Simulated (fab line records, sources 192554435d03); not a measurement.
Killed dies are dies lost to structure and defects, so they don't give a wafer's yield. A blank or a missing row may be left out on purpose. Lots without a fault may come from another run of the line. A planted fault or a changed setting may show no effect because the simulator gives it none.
Chamber matching | flow n5_finfet | N5_BEOL_M1_PRE_CLEAN_60 on cvd_co-01: 3 sister chambers
The step time 15 s. 6 wafers are shown with their chamber, then 12 later ones without.

WAFERS WITH THEIR CHAMBER
wafer  | chamber | heater_power_w (W) | rf_fwd_power_W (W)
L084.1 | 1       | 96                 | 296.8
L084.3 | 2       | 69                 | 297.2
L084.5 | 0       | 80                 | 295.8
L086.3 | 1       | 95                 | 296.9
L086.5 | 0       | 82                 | 298.2
L086.6 | 2       | 72                 | 298.6

WAFERS WITHOUT THEIR CHAMBER
wafer  | heater_power_w (W) | rf_fwd_power_W (W)
L087.2 | 82                 | 295.3
L087.4 | 82                 | 296.2
L087.5 | 72                 | 296.2
L089.1 | 79                 | 298.5
L089.3 | 72                 | 296.9
L089.4 | 96                 | 294.7
L094.3 | 73                 | 296.5
L094.4 | 74                 | 296.7
L094.6 | 81                 | 296.0
L096.2 | 74                 | 296.6
L096.3 | 81                 | 297.4
L096.5 | 74                 | 295.6

WHICH CHAMBER EACH WENT THROUGH
wafer  | from the rows above     | in truth
L087.2 | 0                       | 0
L087.4 | 0                       | 0
L087.5 | 2                       | 2
L089.1 | 0                       | 0
L089.3 | 2                       | 2
L089.4 | 1                       | 1
L094.3 | 2                       | 2
L094.4 | 2                       | 2
L094.6 | 0                       | 0
L096.2 | 2                       | 2
L096.3 | 0                       | 0
L096.5 | can't be placed: 2 or 0 | 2
Placed correctly: 11 of 12. Can't be placed from these rows: 1 (the true chamber is among the candidates in 1). Placed wrongly: 0.
How it was worked out, from the rows above alone: a wafer's distance from a chamber is the root of the sum, over the readings, of the square of ((its reading less the chamber's mean) divided by the reading's scatter). The wafer belongs to the nearest chamber; if the next one is less than 2 further off, it can't be placed. A chamber's mean is the mean of its shown wafers. The scatter: the root of (the sum of the squares of (reading less its chamber's mean) over the shown wafers, divided by (wafers less chambers)).
